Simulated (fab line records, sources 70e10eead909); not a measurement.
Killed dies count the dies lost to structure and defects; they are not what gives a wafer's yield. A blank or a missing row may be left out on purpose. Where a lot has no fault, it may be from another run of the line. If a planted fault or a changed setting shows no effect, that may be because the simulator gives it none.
Matching of chambers :: flow nand-harc :: rie-diel-03 running NHARC_P_M1_ETCH_35: 4 sister chambers
The step etches the open film in N2/H2, target depth 40 nm, overetch 12 nm, time 43.94 s. 8 wafers are shown with their chamber, then 7 later ones without.

## EACH WAFER AND ITS CHAMBER
wafer: L561.1
chamber: 0
drypump-motor-current-A (A): 6.4
rf-vpp-V (V): 427.7

wafer: L562.5
chamber: 1
drypump-motor-current-A (A): 6.1
rf-vpp-V (V): 433.3

wafer: L562.6
chamber: 2
drypump-motor-current-A (A): 5.2
rf-vpp-V (V): 430.0

wafer: L566.2
chamber: 1
drypump-motor-current-A (A): 6.1
rf-vpp-V (V): 434.5

wafer: L566.4
chamber: 3
drypump-motor-current-A (A): 5.4
rf-vpp-V (V): 429.0

wafer: L566.5
chamber: 3
drypump-motor-current-A (A): 5.5
rf-vpp-V (V): 431.2

wafer: L569.2
chamber: 2
drypump-motor-current-A (A): 5.3
rf-vpp-V (V): 430.4

wafer: L569.3
chamber: 0
drypump-motor-current-A (A): 6.3
rf-vpp-V (V): 427.7

## WAFERS WHOSE CHAMBER IS MISSING
wafer: L569.5
drypump-motor-current-A (A): 5.3
rf-vpp-V (V): 429.7

wafer: L574.1
drypump-motor-current-A (A): 6.3
rf-vpp-V (V): 427.4

wafer: L574.3
drypump-motor-current-A (A): 6.1
rf-vpp-V (V): 434.7

wafer: L574.4
drypump-motor-current-A (A): 5.4
rf-vpp-V (V): 427.4

wafer: L580.1
drypump-motor-current-A (A): 6.2
rf-vpp-V (V): 434.7

wafer: L580.4
drypump-motor-current-A (A): 5.5
rf-vpp-V (V): 429.5

wafer: L580.5
drypump-motor-current-A (A): 5.3
rf-vpp-V (V): 430.4

## THE CHAMBER EACH PASSED THROUGH
wafer: L569.5
from the rows above: can't be placed: 2 or 3
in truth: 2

wafer: L574.1
from the rows above: 0
in truth: 0

wafer: L574.3
from the rows above: 1
in truth: 1

wafer: L574.4
from the rows above: can't be placed: 3 or 2
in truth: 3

wafer: L580.1
from the rows above: 1
in truth: 1

wafer: L580.4
from the rows above: 3
in truth: 3

wafer: L580.5
from the rows above: can't be placed: 2 or 3
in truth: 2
4 of 7 placed correctly. From these rows, 3 cannot be placed; in 3 the true chamber is one of the candidates. Number placed wrongly: 0.
How it was worked out, from the rows above alone: a wafer's distance from a chamber is the root of the sum, over the readings, of the square of ((its reading less the chamber's mean) divided by the reading's scatter). The wafer belongs to the nearest chamber; if the next one is less than 2 further off, it can't be placed. For every chamber, the mean is computed from those of its wafers that are shown. The scatter: the root of (the sum of the squares of (reading less its chamber's mean) over the shown wafers, divided by (wafers less chambers)).
